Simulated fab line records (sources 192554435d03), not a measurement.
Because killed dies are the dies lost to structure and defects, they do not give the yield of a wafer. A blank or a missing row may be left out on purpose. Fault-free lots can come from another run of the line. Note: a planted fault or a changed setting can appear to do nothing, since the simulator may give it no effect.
fab line records ; flow n5_finfet
record: lots: 14; wafers: 42; last_day: 18
route steps=1938 shown DUMMY_GATE@250 SD_EPI_N@278 SD_EPI_P@300
lots that met no fault: from a run of the same line without faults
start_h: hours from the record's first day to the start of the lot's first wafer shown ; wait_h: time in hours since the lot's previous step ; " identical to the entry in the row above ; L1.1+2: several wafers, shown together as one row ; - no value, or no start given ; * or withheld: withheld ; < > ~ a bound
route shown NAME@n: a module of which the file shows steps, and the number in the route of the first ; usual: mean/standard deviation taken from wafers without a fault ; same: alike in all rows ; chamber/n: place in a boat ; sites: per-site readings ; _std_site: how widely they spread, as a standard deviation ; _edge_site: inner sites' mean taken away from outer sites' mean ; radius_mm: for every site, how far away it sits from the centre of the wafer ; mask NAME#n: copy n ; behind: the most recent tool/chamber to have shaped the wafer ; hold: the reason the lot was held/the length of the hold in hours/how it ended ; device: whichever transistor did not switch (one of n, p or np) ; end of line: the tests these same wafers got at the end of their route ; a step without rows: its recipe alone ; killed: dies that structure and defects cost at the first sort, which is not the same as the wafer's yield ; map: shows each die of a wafer: x if killed, . if not, _ if none is there
set.NAME: the run value of the setting; set.NAME@STEP: its run value at that earlier step ; model.NAME: the simulator's own value behind a step, which no gauge read
one table for each step of the route and one row for each wafer, over a sample of lots
services: from which hour (start_h, from the record's first day; less than 0 if before it) a tool's chamber was out of use, for how many hours, and why
== steps ==
step: N5_DUMMY_GATE_ETCH_42
recipe: chemistry: CHF3/O2; target: SiO2; target_depth_a: 35; time_s: 31; ion_energy_ev: 30; bias_w: 12; pressure_mtorr: 30; source_w: 600; Ar_flow_sccm: 200; CHF3_flow_sccm: 50; O2_flow_sccm: 5
usual: drypump_motor_current_A: 5.9/0.45; mfc_ar_sccm: 199.9/0.55; oes_product_au: 0.76/0.066; rf_vpp_V: 42.4/1.1; showerhead_plenum_p_Torr: 2.42/0.094; throttle_valve_pct: 18.91/0.3
lot.wafer;tool;chamber;start_h;wait_h;drypump_motor_current_A;mfc_ar_sccm;oes_product_au;rf_hours_counter_h;rf_vpp_V;showerhead_plenum_p_Torr;throttle_valve_pct
L168.3;rie_diel-06;3;49.72;0.1;5.9;201.2;0.82;86;41.3;2.26;18.47
L168.5;rie_diel-06;0;49.72;0.1;6.5;199.6;0.79;-;40.3;2.32;18.46
L168.6;rie_diel-06;2;49.72;0.1;5.7;199.8;0.73;-;43.2;2.40;19.32
L169.2;rie_diel-06;0;54.48;0.2;6.5;200.7;0.78;148;41.7;2.32;18.45
L169.5;rie_diel-06;3;54.48;0.2;5.9;199.6;0.82;-;41.3;2.26;18.49
L169.6;rie_diel-06;2;54.48;0.2;5.6;199.8;0.74;-;42.4;2.40;19.32
L170.1;rie_diel-01;3;63.06;0.0;5.4;200.1;0.80;103;43.3;2.43;19.05
L170.4;rie_diel-01;0;63.06;0.0;5.5;199.4;0.73;188;41.8;2.40;19.03
L170.6;rie_diel-01;1;63.06;0.0;5.5;199.3;0.72;-;42.5;2.49;19.22
L171.2;rie_diel-06;3;67.95;0.0;5.9;199.1;0.81;93;39.9;2.26;18.50
L171.3;rie_diel-06;0;67.95;0.0;6.5;200.3;0.78;153;41.2;2.32;18.45
L171.4;rie_diel-06;2;67.95;0.0;5.6;200.0;0.73;211;43.7;2.39;19.34
L172.3;rie_diel-01;1;71.78;0.0;5.5;198.6;0.72;217;42.8;2.49;19.24
L172.4;rie_diel-01;3;71.78;0.0;5.4;199.4;0.80;105;43.3;2.43;19.05
L172.6;rie_diel-01;1;71.78;0.0;5.5;199.4;0.71;-;41.3;2.49;19.21
L173.1;rie_diel-03;3;77.24;0.1;5.8;199.1;0.82;78;42.6;2.36;18.48
L173.4;rie_diel-03;2;77.24;0.1;6.2;200.7;0.70;169;44.4;2.50;18.95
L173.6;rie_diel-03;1;77.24;0.1;6.8;199.4;0.70;-;41.9;2.31;19.10
L174.1;rie_diel-03;1;82.08;0.0;6.8;200.2;0.72;172;41.8;2.31;19.12
L174.2;rie_diel-03;3;82.08;0.0;5.8;200.3;0.83;80;42.2;2.36;18.49
L174.3;rie_diel-03;2;82.08;0.0;6.2;200.2;0.71;171;44.7;2.50;18.95
L176.2;rie_diel-03;2;99.38;0.0;6.2;200.3;0.68;175;44.1;2.50;18.94
L176.3;rie_diel-03;3;99.38;0.0;5.8;199.7;0.82;84;44.6;2.36;18.49
L176.6;rie_diel-03;1;99.38;0.0;6.8;200.2;0.70;-;42.4;2.31;19.10
L177.1;rie_diel-06;3;106.42;0.3;5.9;199.4;0.81;104;42.2;2.25;18.54
L177.3;rie_diel-06;2;106.42;0.3;5.6;199.5;0.72;223;43.0;2.39;19.35
L177.6;rie_diel-06;0;106.42;0.3;6.5;201.4;0.77;-;42.0;2.31;18.46
L186.2;rie_diel-01;0;161.69;0.0;5.5;199.8;0.70;215;42.9;2.39;19.07
L186.4;rie_diel-01;2;161.69;0.0;5.4;200.0;0.73;177;42.4;2.50;18.93
L186.6;rie_diel-01;1;161.69;0.0;5.5;199.7;0.71;-;43.1;2.48;19.26
L187.1;rie_diel-03;2;161.83;0.0;6.2;199.7;0.68;192;43.2;2.49;18.98
L187.4;rie_diel-03;0;161.83;0.0;5.8;200.5;0.75;-;42.6;2.51;19.12
L187.6;rie_diel-03;3;161.83;0.0;5.8;200.9;0.79;-;41.3;2.35;18.52
L188.1;rie_diel-06;2;169.60;0.0;5.7;199.8;0.71;242;41.7;2.38;19.39
L188.2;rie_diel-06;0;169.60;0.0;6.5;199.5;0.75;181;40.7;2.30;18.51
L188.3;rie_diel-06;1;169.60;0.0;6.5;200.0;0.89;31;40.4;2.56;18.72
L190.2;rie_diel-01;0;183.41;0.0;5.5;199.2;0.70;223;41.1;2.39;19.09
L190.3;rie_diel-01;2;183.41;0.0;5.4;199.9;0.72;186;42.2;2.50;18.91
L190.5;rie_diel-01;2;183.41;0.0;5.4;200.2;0.72;-;42.4;2.50;18.92
L191.2;rie_diel-06;3;184.16;0.1;5.9;198.9;0.78;127;42.0;2.24;18.56
L191.4;rie_diel-06;0;184.16;0.1;6.5;199.5;0.75;185;42.8;2.30;18.52
L191.5;rie_diel-06;2;184.16;0.1;5.6;200.0;0.70;-;43.3;2.38;19.39
step: N5_SD_EPI_N_ETCH_45
recipe: chemistry: CH3F/O2; target: SiOCN; target_depth_a: 60; mask_material: SOC; ion_energy_ev: 60; bias_w: 29; pressure_mtorr: 15; source_w: 410; Ar_flow_sccm: 150; CH3F_flow_sccm: 30; O2_flow_sccm: 20
usual: drypump_motor_current_A: 5.7/0.4; mfc_ar_sccm: 150.0/0.39; oes_product_au: 0.76/0.099; rf_vpp_V: 127.4/1; showerhead_plenum_p_Torr: 2.00/0.081; throttle_valve_pct: 23.27/0.21
lot.wafer;tool;chamber;start_h;wait_h;drypump_motor_current_A;mfc_ar_sccm;oes_product_au;rf_hours_counter_h;rf_vpp_V;showerhead_plenum_p_Torr;throttle_valve_pct
L168.3;rie_diel-02;0;51.56;0.1;6.1;150.3;0.71;165;127.7;1.92;23.15
L168.5;rie_diel-02;2;51.56;0.1;5.6;150.5;0.72;-;127.1;1.97;23.41
L168.6;rie_diel-02;3;51.56;0.1;6.6;149.9;0.70;-;126.5;2.01;23.17
L169.2;rie_diel-05;3;56.34;0.1;5.5;150.3;0.71;237;128.4;1.98;23.88
L169.5;rie_diel-05;1;56.34;0.1;6.1;149.8;0.79;-;128.6;2.08;23.31
L169.6;rie_diel-05;2;56.34;0.1;5.5;150.0;0.77;-;126.9;1.82;23.04
L170.1;rie_diel-04;3;65.18;0.1;6.0;149.9;0.67;229;128.7;1.97;23.02
L170.4;rie_diel-04;0;65.18;0.1;5.6;150.3;0.98;3;128.5;2.12;23.19
L170.6;rie_diel-04;2;65.18;0.1;5.3;149.6;0.71;-;127.8;1.98;23.49
L171.2;rie_diel-05;1;71.22;0.1;6.1;149.8;0.79;117;127.0;2.08;23.33
L171.3;rie_diel-05;2;71.22;0.1;5.5;150.1;0.76;132;126.0;1.82;23.04
L171.4;rie_diel-05;0;71.22;0.1;5.1;149.8;0.71;228;127.7;2.07;23.21
L172.3;rie_diel-05;3;73.63;0.1;5.5;149.6;0.69;243;128.5;1.98;23.88
L172.4;rie_diel-05;2;73.63;0.1;5.5;150.1;0.76;132;125.5;1.82;23.04
L172.6;rie_diel-05;0;73.63;0.1;5.1;149.8;0.70;-;129.0;2.07;23.23
L173.1;rie_diel-04;1;79.08;0.1;5.5;150.3;0.71;192;126.3;2.07;23.13
L173.4;rie_diel-04;3;79.08;0.1;6.1;149.7;0.66;234;127.2;1.97;23.03
L173.6;rie_diel-04;2;79.08;0.1;5.3;149.7;0.71;-;127.9;1.98;23.51
L174.1;rie_diel-02;0;83.82;0.1;6.1;149.5;0.70;177;128.1;1.91;23.18
L174.2;rie_diel-02;2;83.82;0.1;5.6;149.6;0.71;202;126.4;1.97;23.42
L174.3;rie_diel-02;1;83.82;0.1;5.9;150.4;0.68;235;126.5;2.04;23.26
L176.2;rie_diel-04;0;101.82;0.1;5.6;149.7;0.92;17;127.6;2.12;23.22
L176.3;rie_diel-04;2;101.82;0.1;5.3;150.5;0.69;206;128.6;1.97;23.51
L176.6;rie_diel-04;2;101.82;0.1;5.3;150.1;0.70;-;128.2;1.98;23.51
L177.1;rie_diel-02;1;108.27;0.1;5.9;149.8;0.68;243;127.5;2.04;23.28
L177.3;rie_diel-02;3;108.27;0.1;6.6;149.7;0.70;183;127.8;2.00;23.19
L177.6;rie_diel-02;1;108.27;0.1;5.9;149.7;0.67;-;128.0;2.04;23.27
L186.2;rie_diel-05;0;163.54;0.1;5.1;149.5;0.97;3;126.0;2.06;22.80
L186.4;rie_diel-05;1;163.54;0.1;6.1;149.8;0.75;152;128.5;2.07;23.36
L186.6;rie_diel-05;2;163.54;0.1;5.4;150.4;0.73;-;125.9;1.81;23.07
L187.1;rie_diel-02;2;163.77;0.1;5.5;150.2;0.68;235;128.1;1.96;23.46
L187.4;rie_diel-02;3;163.77;0.1;6.6;150.2;0.68;206;126.7;1.99;23.22
L187.6;rie_diel-02;2;163.77;0.1;5.6;150.6;0.69;-;128.2;1.96;23.46
L188.1;rie_diel-04;0;171.56;0.1;5.6;150.3;0.87;46;128.3;2.11;23.26
L188.2;rie_diel-04;3;171.56;0.1;6.0;150.1;0.95;6;127.0;1.96;22.96
L188.3;rie_diel-04;1;171.56;0.1;5.4;150.8;0.68;222;127.1;2.06;23.15
L190.2;rie_diel-04;3;185.25;0.1;6.1;149.6;0.93;13;126.2;1.96;22.95
L190.3;rie_diel-04;0;185.25;0.1;5.6;149.5;0.85;52;129.0;2.11;23.26
L190.5;rie_diel-04;0;185.25;0.1;5.6;149.8;0.86;-;128.3;2.11;23.27
L191.2;rie_diel-05;1;187.84;0.1;6.1;149.6;0.75;159;127.7;2.07;23.38
L191.4;rie_diel-05;2;187.84;0.1;5.5;149.3;0.73;175;126.9;1.81;23.08
L191.5;rie_diel-05;1;187.84;0.1;6.1;149.9;0.75;-;128.6;2.07;23.37
step: N5_SD_EPI_P_EXPOSE_06
recipe: mask_id: SD_P_BLK; na: 1.35; source_shape: conventional; sigma_outer: 0.8; polarization: unpolarized; target_cd_nm: 240; dose_mj: 39.5
usual: exposure_dose_mJ_cm2: 39.47/0.045; focus_offset_nm: -0.1/0.53
lot.wafer;tool;chamber;start_h;wait_h;mask;exposure_dose_mJ_cm2;focus_offset_nm
L168.3;arfi_scanner-03;0;55.17;-;SD_P_BLK#0;39.47;-0.7
L168.5;arfi_scanner-03;0;55.17;-;SD_P_BLK#0;39.50;-0.8
L168.6;arfi_scanner-03;0;55.17;-;SD_P_BLK#0;39.52;-0.5
L169.2;arfi_scanner-01;0;60.12;-;SD_P_BLK#0;39.53;0.7
L169.5;arfi_scanner-01;0;60.12;-;SD_P_BLK#0;39.54;-0.1
L169.6;arfi_scanner-01;0;60.12;-;SD_P_BLK#0;39.54;0.2
L170.1;arfi_scanner-02;0;70.50;-;SD_P_BLK#0;39.46;-0.4
L170.4;arfi_scanner-02;0;70.50;-;SD_P_BLK#0;39.54;0.4
L170.6;arfi_scanner-02;0;70.50;-;SD_P_BLK#0;39.47;0.1
L171.2;arfi_scanner-02;0;76.53;-;SD_P_BLK#0;39.43;-0.1
L171.3;arfi_scanner-02;0;76.53;-;SD_P_BLK#0;39.46;1.0
L171.4;arfi_scanner-02;0;76.53;-;SD_P_BLK#0;39.43;0.0
L172.3;arfi_scanner-02;0;77.24;-;SD_P_BLK#0;39.48;1.1
L172.4;arfi_scanner-02;0;77.24;-;SD_P_BLK#0;39.47;-0.2
L172.6;arfi_scanner-02;0;77.24;-;SD_P_BLK#0;39.49;0.9
L173.1;arfi_scanner-03;0;83.12;-;SD_P_BLK#0;39.47;0.4
L173.4;arfi_scanner-03;0;83.12;-;SD_P_BLK#0;39.46;0.5
L173.6;arfi_scanner-03;0;83.12;-;SD_P_BLK#0;39.50;0.5
L174.1;arfi_scanner-03;0;89.54;-;SD_P_BLK#0;39.42;0.3
L174.2;arfi_scanner-03;0;89.54;-;SD_P_BLK#0;39.43;0.8
L174.3;arfi_scanner-03;0;89.54;-;SD_P_BLK#0;39.46;0.8
L176.2;arfi_scanner-02;0;105.56;-;SD_P_BLK#0;39.52;-0.8
L176.3;arfi_scanner-02;0;105.56;-;SD_P_BLK#0;39.50;-0.8
L176.6;arfi_scanner-02;0;105.56;-;SD_P_BLK#0;39.51;-1.0
L177.1;arfi_scanner-01;0;111.98;-;SD_P_BLK#0;39.49;-0.5
L177.3;arfi_scanner-01;0;111.98;-;SD_P_BLK#0;39.48;-0.5
L177.6;arfi_scanner-01;0;111.98;-;SD_P_BLK#0;39.47;0.4
L186.2;arfi_scanner-01;-;167.26;-;SD_P_BLK#0;-;-
L186.4;arfi_scanner-01;-;167.26;-;SD_P_BLK#0;-;-
L186.6;arfi_scanner-01;-;167.26;-;SD_P_BLK#0;-;-
L187.1;arfi_scanner-02;-;167.52;-;SD_P_BLK#0;-;-
L187.4;arfi_scanner-02;-;167.52;-;SD_P_BLK#0;-;-
L187.6;arfi_scanner-02;-;167.52;-;SD_P_BLK#0;-;-
L188.1;arfi_scanner-01;0;175.26;-;SD_P_BLK#0;39.48;-0.5
L188.2;arfi_scanner-01;0;175.26;-;SD_P_BLK#0;39.46;0.3
L188.3;arfi_scanner-01;0;175.26;-;SD_P_BLK#0;39.42;-0.6
L190.2;arfi_scanner-03;0;189.58;-;SD_P_BLK#0;39.48;-0.2
L190.3;arfi_scanner-03;0;189.58;-;SD_P_BLK#0;39.50;-0.4
L190.5;arfi_scanner-03;0;189.58;-;SD_P_BLK#0;39.46;0.6
L191.2;arfi_scanner-02;0;191.55;-;SD_P_BLK#0;39.47;0.2
L191.4;arfi_scanner-02;0;191.55;-;SD_P_BLK#0;39.39;0.4
L191.5;arfi_scanner-02;0;191.55;-;SD_P_BLK#0;39.44;0.3
step: N5_SD_EPI_P_ETCH_16
recipe: chemistry: CHF3/O2; target: SiO2; target_depth_a: 50; mask_material: SOC; pressure_mtorr: 30; source_w: 650; bias_w: 170; Ar_flow_sccm: 200; CHF3_flow_sccm: 50; O2_flow_sccm: 5; ion_energy_ev: 200
usual: drypump_motor_current_A: 5.9/0.44; mfc_ar_sccm: 200.0/0.55; oes_product_au: 0.76/0.059; rf_vpp_V: 522/17; showerhead_plenum_p_Torr: 2.41/0.096; throttle_valve_pct: 19.00/0.3
lot.wafer;tool;chamber;start_h;wait_h;drypump_motor_current_A;mfc_ar_sccm;oes_product_au;rf_hours_counter_h;rf_vpp_V;showerhead_plenum_p_Torr;throttle_valve_pct
L168.3;rie_diel-06;0;56.05;0.1;6.5;199.5;0.77;149;503;2.32;18.55
L168.5;rie_diel-06;3;56.05;0.1;5.9;200.4;0.81;-;498;2.26;18.61
L168.6;rie_diel-06;2;56.05;0.1;5.6;200.5;0.73;-;529;2.39;19.44
L169.2;rie_diel-06;3;60.94;0.1;5.8;199.2;0.81;90;499;2.26;18.61
L169.5;rie_diel-06;2;60.94;0.1;5.6;200.8;0.73;-;528;2.39;19.43
L169.6;rie_diel-06;0;60.94;0.1;6.5;199.8;0.77;-;503;2.32;18.57
L170.1;rie_diel-06;1;71.33;0.1;6.5;201.1;0.97;2;530;2.57;18.80
L170.4;rie_diel-06;2;71.33;0.1;5.6;198.8;0.73;211;528;2.39;19.44
L170.6;rie_diel-06;1;71.33;0.1;6.5;201.0;0.96;-;530;2.57;18.78
L171.2;rie_diel-01;1;77.35;0.1;5.5;200.4;0.72;219;517;2.49;19.33
L171.3;rie_diel-01;0;77.35;0.1;5.5;199.4;0.72;192;511;2.40;19.15
L171.4;rie_diel-01;3;77.35;0.1;5.4;199.9;0.81;106;518;2.43;19.19
L172.3;rie_diel-03;1;78.13;0.1;6.8;200.2;0.71;171;517;2.31;19.21
L172.4;rie_diel-03;2;78.13;0.1;6.2;199.3;0.71;169;563;2.50;19.05
L172.6;rie_diel-03;0;78.13;0.1;5.8;199.7;0.79;-;536;2.52;19.19
L173.1;rie_diel-01;3;83.95;0.1;5.4;200.4;0.80;109;519;2.43;19.18
L173.4;rie_diel-01;0;83.95;0.1;5.5;200.5;0.71;195;510;2.40;19.14
L173.6;rie_diel-01;2;83.95;0.1;5.5;199.1;0.74;-;533;2.51;18.98
L174.1;rie_diel-01;0;90.37;0.1;5.5;200.8;0.71;197;511;2.40;19.15
L174.2;rie_diel-01;1;90.37;0.1;5.5;200.5;0.72;223;519;2.49;19.34
L174.3;rie_diel-01;3;90.37;0.1;5.4;199.9;0.79;110;519;2.42;19.17
L176.2;rie_diel-03;2;106.50;0.1;6.2;199.3;0.70;178;562;2.50;19.06
L176.3;rie_diel-03;1;106.50;0.1;6.8;199.7;0.70;180;515;2.31;19.22
L176.6;rie_diel-03;2;106.50;0.1;6.2;199.6;0.70;-;564;2.50;19.06
L177.1;rie_diel-03;1;112.81;0.1;6.8;200.1;0.70;181;517;2.31;19.22
L177.3;rie_diel-03;3;112.81;0.1;5.8;200.1;0.81;89;518;2.36;18.61
L177.6;rie_diel-03;0;112.81;0.1;5.7;199.7;0.77;-;535;2.51;19.23
L186.2;rie_diel-01;2;168.38;0.1;5.4;200.6;0.73;179;532;2.50;19.02
L186.4;rie_diel-01;2;168.38;0.1;5.4;200.2;0.72;-;533;2.50;19.02
L186.6;rie_diel-01;0;168.38;0.1;5.5;200.4;0.70;-;510;2.39;19.18
L187.1;rie_diel-06;1;168.39;0.1;6.5;200.2;0.89;31;528;2.56;18.85
L187.4;rie_diel-06;0;168.39;0.1;6.5;199.6;0.76;181;502;2.30;18.61
L187.6;rie_diel-06;0;168.39;0.1;6.5;199.3;0.76;-;503;2.30;18.63
L188.1;rie_diel-06;1;176.09;0.1;6.5;199.6;0.87;33;528;2.56;18.84
L188.2;rie_diel-06;3;176.09;0.1;5.9;200.0;0.78;124;498;2.25;18.65
L188.3;rie_diel-06;0;176.09;0.1;6.5;200.3;0.74;182;502;2.30;18.62
L190.2;rie_diel-06;2;190.40;0.1;5.6;199.3;0.70;247;528;2.38;19.50
L190.3;rie_diel-06;0;190.40;0.1;6.5;200.2;0.75;186;503;2.30;18.63
L190.5;rie_diel-06;3;190.40;0.1;5.9;201.0;0.78;-;497;2.24;18.66
L191.2;rie_diel-01;0;192.37;0.1;5.5;200.3;0.69;226;511;2.39;19.20
L191.4;rie_diel-01;0;192.37;0.1;5.5;200.3;0.69;-;510;2.39;19.19
L191.5;rie_diel-01;2;192.37;0.1;5.4;199.3;0.72;-;531;2.50;19.04
== services ==
tool;chamber;start_h;hours;kind
rie_diel-03;-;27.94;15.6;pm
arfi_scanner-03;-;30.40;1.3;pm
arfi_scanner-01;-;31.38;1.0;pm
arfi_scanner-01;-;32.76;12.2;repair
arfi_scanner-02;-;34.85;13.4;repair
rie_diel-05;-;46.75;2.8;pm
arfi_scanner-02;-;48.30;4.9;pm
arfi_scanner-02;-;73.40;1.3;pm
arfi_scanner-02;-;81.38;0.8;pm
rie_diel-04;1;84.16;5.7;repair
rie_diel-01;0;90.51;8.2;repair
rie_diel-06;0;92.45;4.8;repair
arfi_scanner-02;-;93.67;2.2;repair
arfi_scanner-02;-;96.36;1.0;pm
arfi_scanner-02;-;100.70;0.8;pm
rie_diel-01;0;116.14;1.5;repair
rie_diel-01;2;127.11;6.6;repair
rie_diel-03;2;140.26;5.8;repair
rie_diel-04;3;143.18;13.8;repair
rie_diel-06;1;154.34;5.2;repair
rie_diel-05;-;164.14;0.3;repair
rie_diel-05;-;171.64;2.2;repair
rie_diel-04;1;175.48;62.1;repair
arfi_scanner-02;-;189.07;0.7;repair
== key ==
first_sign: step: N5_SD_EPI_P_EXPOSE_06; reading: tool_record; direction: missing
effect none on later readings
met_at N5_SD_EPI_P_EXPOSE_06
struck_lots L186,L187
later_rows_left_out L186.2,L186.4,L186.6,L187.1,L187.4,L187.6
sort_left_out L186.2,L186.4,L186.6,L187.1,L187.4,L187.6
tester_left_out L186,L187
not_acting_at N5_DUMMY_GATE_ETCH_42,N5_SD_EPI_N_ETCH_45,N5_SD_EPI_P_ETCH_16
onset_between 111.98 167.26
fault: kind: skipped_step_whole; tool: arfi_scanner-01,arfi_scanner-02; chamber: -; onset_h: 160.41; steps: N5_SD_EPI_P_EXPOSE_06; scope: struck_lots_only
tester_left_out: of these lots the tester's yield and bins aren't shown, on N5 and GAA mostly nor the transistor test; their killed dies are dies lost to structure and defects alone, not to doping, threshold or leakage, so they don't give the yield
sort_left_out: the simulated sort isn't trusted on such a fault, so these wafers' sort isn't shown, and their yield isn't known
later_rows_left_out: the simulator's readings of these wafers behind a module that went badly wrong aren't trusted and aren't shown, but for the sort
